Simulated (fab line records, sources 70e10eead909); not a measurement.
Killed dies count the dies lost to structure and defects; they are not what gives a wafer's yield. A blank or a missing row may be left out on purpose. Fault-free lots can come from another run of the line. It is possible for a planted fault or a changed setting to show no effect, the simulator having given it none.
What tool caused it? -- flow nandHarc -- at 1 step of a route of 1159, 12 lots with 36 wafers sampled

WHAT THE GAUGES SHOWED, per wafer
NHARC_A_BLC_INSPECT_28.
lot,measured,on,rawDefectCount
L075,day 19 01:46,defectInspect-01,483 566 593
L077,day 19 08:52,defectInspect-02,506 491 371
L078,day 20 10:14,defectInspect-02,363 493 502
L082,day 22 10:25,defectInspect-02,380 346 396
L088,day 22 10:50,defectInspect-02,345 383 440
L080,day 22 20:16,defectInspect-01,407 261 367
L086,day 24 00:19,defectInspect-02,338 344 399
L087,day 24 08:14,defectInspect-02,560 284 450
L090,day 24 08:40,defectInspect-01,328 445 460
L094,day 24 16:43,defectInspect-02,423 322 388
L097,day 24 19:33,defectInspect-02,433 479 437
L095,day 25 05:04,defectInspect-02,456 319 367

EACH LOT AND THE TOOL THAT RAN IT (in order: tool; ch and the chambers of the sampled wafers; start)
The record holds no process step before these readings.

THE ANSWER, worked out from the rows above alone
Rule: what is usual is taken from the lots themselves. Put in order of their means at a reading, lots are off if they are a third of the lots or fewer, leave a main group of 4 or more, and stand apart from it by a gap of 3 or more times the standard deviation of the main group's means; of several such gaps the widest counts. If all means in a main group match to the digits the tables above print for the reading, that group is not used. A lot without any number at a reading at which 4 lots or more have one is off too. Any other lot the step has rows for is counted as sound.
Nothing can be told from this: no lot is off at any reading shown.

WHAT THE SIMULATOR HAD PUT IN
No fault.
